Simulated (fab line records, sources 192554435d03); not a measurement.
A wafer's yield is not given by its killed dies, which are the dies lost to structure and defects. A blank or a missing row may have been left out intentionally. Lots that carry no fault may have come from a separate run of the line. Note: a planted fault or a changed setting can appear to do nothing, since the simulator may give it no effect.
Chamber matching ; flow n5-finfet ; rie-diel-02 running N5_BEOL_M7_ETCH_62: 4 sister chambers
The step etches SOC in N2/H2, target depth 110 nm, overetch 22 nm, time 165 s. 16 wafers are shown with their chamber, then 8 later ones without.

## EACH WAFER AND ITS CHAMBER
wafer;chamber;showerhead-plenum-p-Torr (Torr);drypump-motor-current-A (A);throttle-valve-pct (%)
L075.2;3;2.59;5.9;17.75
L075.4;2;2.59;5.3;17.80
L075.6;0;2.39;6.5;18.00
L078.3;1;2.54;5.9;18.18
L078.4;2;2.59;5.2;17.79
L078.5;2;2.59;5.2;17.82
L074.1;2;2.59;5.3;17.82
L074.5;0;2.39;6.5;18.03
L074.6;1;2.53;5.9;18.17
L082.1;3;2.59;5.9;17.77
L082.2;1;2.53;5.9;18.17
L082.4;2;2.59;5.2;17.82
L083.1;2;2.59;5.2;17.82
L083.2;3;2.59;5.9;17.77
L083.4;0;2.39;6.6;18.01
L084.1;1;2.53;5.9;18.18

SIGNATURES (means of the wafers above)
reading;chamber 0;chamber 1;chamber 2;chamber 3;scatter within a chamber
showerhead-plenum-p-Torr;2.3900;2.5325;2.5900;2.5900;0.0025
drypump-motor-current-A;6.533;5.900;5.233;5.900;0.0408
throttle-valve-pct;18.0133;18.1750;17.8117;17.7633;0.012
Rule: a wafer's distance from a chamber is the root of the sum, over the readings, of the square of ((its reading less the chamber's mean) divided by the reading's scatter). The wafer belongs to the nearest chamber; if the next one is less than 2 further off, it can't be placed. The scatter: the root of (the sum of the squares of (reading less its chamber's mean) over the shown wafers, divided by (wafers less chambers)).

## WAFERS WITHOUT THEIR CHAMBER
wafer;showerhead-plenum-p-Torr (Torr);drypump-motor-current-A (A);throttle-valve-pct (%)
L084.2;2.59;5.3;17.82
L084.6;2.59;5.9;17.76
L088.2;2.70;6.5;17.62
L088.3;2.58;5.9;17.77
L088.5;2.58;5.2;17.86
L095.2;2.58;5.9;17.83
L095.3;2.70;6.5;17.64
L095.4;2.58;5.2;17.88

## WHICH CHAMBER EACH WENT THROUGH
wafer;from the rows above;in truth
L084.2;2;2
L084.6;3;3
L088.2;3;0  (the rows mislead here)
L088.3;3;3
L088.5;2;2
L095.2;3;3
L095.3;3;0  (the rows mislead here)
L095.4;2;2
6 of 8 placed correctly. Left unplaced by these rows: 0. Placed wrongly: 2.
